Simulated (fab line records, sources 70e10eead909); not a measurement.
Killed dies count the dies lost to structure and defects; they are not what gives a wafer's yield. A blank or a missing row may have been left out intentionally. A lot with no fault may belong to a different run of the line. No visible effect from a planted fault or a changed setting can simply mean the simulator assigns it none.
Which tool did it? ; flow nand_harc ; 24 lots, 72 wafers sampled, at 4 steps of a route of 1302

WHAT EACH GAUGE READ, for each wafer
NHARC_P_STI_OCD_MEAS_43.
lot;measured;on;trench_depth_nm (nm);trench_foot_cd_nm (nm)
L074;day 3 08:10;ocd-02;299 302 292;162.7 162.8 157.0
L075;day 3 08:16;ocd-01;308 301 304;161.2 160.8 161.2
L076;day 3 16:39;ocd-01;299 303 309;160.8 159.9 157.4
L077;day 4 03:53;ocd-02;296 298 305;162.4 160.8 162.2
L078;day 4 12:47;ocd-01;302 299 309;157.8 160.2 155.4
L079;day 4 22:47;ocd-01;300 295 296;162.7 165.5 164.2
L080;day 5 09:40;ocd-01;305 292 306;163.2 161.6 160.1
L081;day 5 19:43;ocd-02;289 307 304;160.2 156.1 160.1
L082;day 6 04:32;ocd-02;303 296 296;160.0 160.6 158.9
L083;day 6 16:05;ocd-02;300 305 299;162.1 158.4 161.6
L084;day 7 01:09;ocd-02;314 301 290;160.4 158.9 161.8
L085;day 7 13:49;ocd-01;303 303 302;159.7 162.2 163.3
L086;day 7 21:40;ocd-01;297 287 284;161.7 163.3 164.1
L087;day 8 06:04;ocd-02;285 299 296;158.7 164.0 160.9
L088;day 8 15:53;ocd-02;300 300 301;163.6 159.0 162.1
L089;day 9 03:37;ocd-01;286 288 301;160.5 165.7 159.2
L090;day 9 12:48;ocd-02;301 287 298;158.7 164.4 158.9
L091;day 10 02:20;ocd-01;307 289 288;161.2 162.5 161.0
L092;day 10 12:38;ocd-02;315 288 287;156.1 163.4 157.2
L093;day 11 00:06;ocd-02;306 309 312;160.0 155.1 154.7
L094;day 11 05:18;ocd-02;292 312 300;159.9 160.5 160.1
L095;day 11 15:25;ocd-01;293 310 296;160.5 156.8 159.6
L096;day 11 23:33;ocd-02;314 311 301;156.9 162.7 159.2
L097;day 12 12:05;ocd-01;303 304 302;160.5 160.1 159.3

NHARC_P_GATE_OVL_MEAS_27.
lot;measured;on;overlay_x_nm (nm);overlay_y_nm (nm)
L074;day 5 07:34;overlay-02;0.8 0.2 0.1;0.7 1.2 0.8
L075;day 5 08:13;overlay-01;1.4 0.7 1.0;1.4 1.2 1.3
L076;day 5 18:38;overlay-02;0.4 -0.3 0.1;0.6 0.7 0.4
L077;day 6 10:39;overlay-01;2.7 2.5 2.3;-0.5 -0.2 -1.4
L078;day 6 11:44;overlay-02;-0.3 0.1 -0.3;1.5 2.4 1.9
L079;day 6 22:25;overlay-02;-1.0 -1.3 -1.4;-0.5 -0.6 -0.3
L080;day 7 15:22;overlay-01;-1.1 -0.9 -0.9;0.5 0.3 0.1
L081;day 7 21:56;overlay-02;-0.2 -0.3 0.0;0.6 1.1 0.7
L082;day 8 08:21;overlay-01;-0.1 0.6 0.4;-1.0 -0.7 -0.4
L083;day 9 02:25;overlay-01;1.0 0.5 0.2;-0.3 -0.1 0.0
L084;day 9 01:36;overlay-01;-0.6 -1.4 -0.8;-0.2 0.1 -0.5
L085;day 9 18:08;overlay-01;-1.1 -1.1 -1.2;0.1 -0.1 0.7
L086;day 9 23:07;overlay-01;1.2 1.3 1.5;1.3 1.4 1.4
L087;day 10 05:50;overlay-01;0.1 0.3 0.6;0.2 0.8 0.9
L088;day 10 23:44;overlay-01;0.6 0.9 0.9;0.4 0.1 -0.4
L089;day 11 05:35;overlay-02;-1.9 -1.8 -1.1;-1.0 -0.8 -1.0
L090;day 11 20:13;overlay-02;-0.4 -0.4 0.6;-1.4 -1.8 -1.5
L091;day 12 04:39;overlay-01;2.0 2.1 1.8;-0.3 0.6 0.0
L092;day 12 20:37;overlay-01;-0.7 -0.3 -0.4;-1.2 -0.7 -1.1
L093;day 13 03:50;overlay-01;-0.3 -0.3 -0.3;-0.3 0.4 0.2
L094;day 13 08:15;overlay-02;0.0 0.7 0.1;0.7 0.4 -0.2
L095;day 13 20:53;overlay-01;0.6 0.3 0.7;-0.7 -0.5 -0.4
L096;day 13 20:44;overlay-02;-0.3 -0.3 0.0;0.5 0.1 0.1
L097;day 14 13:59;overlay-01;0.2 0.2 0.6;0.8 0.8 0.8

WHICH TOOL RAN EACH LOT (tool, then ch and the chambers of the sampled wafers, then the start)
lot;NHARC_P_ZERO_WELL_ETCH_63;NHARC_P_ZERO_WELL_RTA_42
L074;rie_si-04 ch 0,2,3, day 1 22:13;rtp_anneal-02 ch 0, day 2 05:25
L075;rie_si-04 ch 1,2, day 2 08:04;rtp_anneal-02 ch 0, day 2 13:21
L076;rie_si-02 ch 0,2, day 2 17:40;rtp_anneal-02 ch 0, day 2 23:03
L077;rie_si-05 ch 1,2,3, day 3 03:37;rtp_anneal-02 ch 0, day 3 08:48
L078;rie_si-04 ch 0,2,3, day 3 13:46;rtp_anneal-01 ch 0, day 3 19:10
L079;rie_si-04 ch 1,3, day 3 23:34;rtp_anneal-02 ch 0, day 4 05:02
L080;rie_si-02 ch 0,2,3, day 4 09:41;rtp_anneal-02 ch 0, day 4 17:26
L081;rie_si-02 ch 1,2,3, day 4 19:50;rtp_anneal-02 ch 0, day 5 01:20
L082;rie_si-04 ch 0,1,2, day 5 05:40;rtp_anneal-02 ch 0, day 5 10:59
L083;rie_si-05 ch 0,1,3, day 5 16:06;rtp_anneal-01 ch 0, day 5 21:13
L084;rie_si-04 ch 0,1,2, day 6 01:44;rtp_anneal-01 ch 0, day 6 06:50
L085;rie_si-02 ch 1,2, day 6 11:41;rtp_anneal-01 ch 0, day 6 17:16
L086;rie_si-05 ch 2,3, day 6 21:44;rtp_anneal-02 ch 0, day 7 02:59
L087;rie_si-04 ch 0,1,3, day 7 07:35;rtp_anneal-02 ch 0, day 7 12:51
L088;rie_si-02 ch 0,1,2, day 7 17:44;rtp_anneal-01 ch 0, day 7 22:50
L089;rie_si-05 ch 0,1,2, day 8 05:04;rtp_anneal-01 ch 0, day 8 10:43
L090;rie_si-05 ch 1,3, day 8 13:40;rtp_anneal-01 ch 0, day 8 19:10
L091;rie_si-02 ch 2,3, day 8 23:41;rtp_anneal-02 ch 0, day 9 06:01
L092;rie_si-05 ch 0,3, day 9 09:41;rtp_anneal-01 ch 0, day 9 15:01
L093;rie_si-05 ch 0,3, day 10 01:08;rtp_anneal-02 ch 0, day 10 06:28
L094;rie_si-02 ch 1,2,3, day 10 05:33;rtp_anneal-02 ch 0, day 10 10:52
L095;rie_si-04 ch 1,2,3, day 10 15:32;rtp_anneal-01 ch 0, day 10 21:07
L096;rie_si-05 ch 0,3, day 11 01:35;rtp_anneal-02 ch 0, day 11 07:13
L097;rie_si-04 ch 0,1,3, day 11 11:39;rtp_anneal-01 ch 0, day 11 18:20
- NHARC_P_ZERO_WELL_ETCH_63: etches the open film in HBr/Cl2, target depth 120 nm, time 40.1 s.
- NHARC_P_ZERO_WELL_RTA_42: time 300 s.

WHAT THE TOOLS THEMSELVES READ (means of the sampled wafers that have a number; where no wafer has one, the mark that the record gives instead)
NHARC_P_ZERO_WELL_ETCH_63.
lot;tool;chamber_pressure_mTorr (mTorr);drypump_motor_current_A (A);oes_product_au (a.u.);throttle_valve_pct (%)
L074;rie_si-04;15.004;5.6;0.984;26.410
L075;rie_si-04;14.993;5.8;1.000;26.406
L076;rie_si-02;14.992;6.0;1.016;26.415
L077;rie_si-05;14.999;5.6;0.994;26.402
L078;rie_si-04;14.990;5.6;0.992;26.402
L079;rie_si-04;15.004;5.7;0.988;26.406
L080;rie_si-02;14.998;6.1;1.011;26.406
L081;rie_si-02;15.007;6.1;1.008;26.414
L082;rie_si-04;15.015;5.8;0.998;26.408
L083;rie_si-05;15.004;5.4;0.987;26.406
L084;rie_si-04;14.993;5.8;0.990;26.401
L085;rie_si-02;14.999;5.9;0.999;26.404
L086;rie_si-05;15.014;5.3;1.014;26.398
L087;rie_si-04;15.010;5.7;0.983;26.402
L088;rie_si-02;15.002;5.8;1.006;26.392
L089;rie_si-05;15.000;5.7;0.997;26.408
L090;rie_si-05;15.001;5.3;1.000;26.408
L091;rie_si-02;15.007;6.2;1.019;26.423
L092;rie_si-05;14.993;5.2;0.994;26.404
L093;rie_si-05;14.991;5.3;0.990;26.412
L094;rie_si-02;14.995;6.1;0.998;26.411
L095;rie_si-04;14.999;5.6;0.988;26.395
L096;rie_si-05;14.996;5.2;0.992;26.403
L097;rie_si-04;15.008;5.7;0.983;26.410

NHARC_P_ZERO_WELL_RTA_42.
lot;tool;lamp_power_pct (%);lamp_zone_2_pct (%);lamp_zone_3_pct (%);wafer_temp_C_max
L074;rtp_anneal-02;34.0;34.0;34.0;1105.5
L075;rtp_anneal-02;34.0;34.0;34.0;1105.0
L076;rtp_anneal-02;34.0;34.0;34.0;1105.1
L077;rtp_anneal-02;34.0;34.0;34.0;1106.3
L078;rtp_anneal-01;38.3;38.2;38.3;1104.1
L079;rtp_anneal-02;34.0;34.0;34.0;1104.4
L080;rtp_anneal-02;34.0;34.0;34.0;1105.8
L081;rtp_anneal-02;34.0;34.0;34.0;1106.0
L082;rtp_anneal-02;34.0;34.0;34.0;1104.6
L083;rtp_anneal-01;38.4;38.4;38.3;1103.7
L084;rtp_anneal-01;38.3;38.3;38.3;1104.3
L085;rtp_anneal-01;38.4;38.3;38.4;1104.5
L086;rtp_anneal-02;34.0;34.0;34.0;1105.3
L087;rtp_anneal-02;34.0;34.0;34.0;1106.0
L088;rtp_anneal-01;38.2;38.2;38.3;1104.2
L089;rtp_anneal-01;38.4;38.4;38.4;1104.2
L090;rtp_anneal-01;38.3;38.3;38.4;1103.6
L091;rtp_anneal-02;33.9;33.9;33.9;1105.2
L092;rtp_anneal-01;38.4;38.4;38.4;1103.8
L093;rtp_anneal-02;34.0;34.0;34.0;1105.7
L094;rtp_anneal-02;34.0;34.0;34.0;1106.9
L095;rtp_anneal-01;38.4;38.4;38.4;1103.8
L096;rtp_anneal-02;33.9;33.9;33.9;1107.5
L097;rtp_anneal-01;38.3;38.3;38.3;1104.6

THE ANSWER, worked out from the rows above alone
Rule: usual is defined by the lots themselves. The widest of any qualifying gaps counts: lots, ordered by their means at a reading, are off when they make up no more than a third of the lots, leave a main group of 4 or more, and stand apart from it by 3 or more times the standard deviation of that group's means. The tables above print the reading to a certain number of digits; a main group whose means all agree to those digits is not used. Also off: a lot with no number at a reading for which 4 or more lots have one. All remaining lots with rows at the step are treated as sound. Order of review: gauges by route order, followed by the tools' own readings, for which a lot's mean as printed above is used. The first step at which some lot is off is used, and at that step the reading that is off furthest; a lot without a number counts as furthest.
Across all readings shown, no lot is off: no conclusion can be drawn from this.

WHAT HAD BEEN PUT IN BY THE SIMULATOR
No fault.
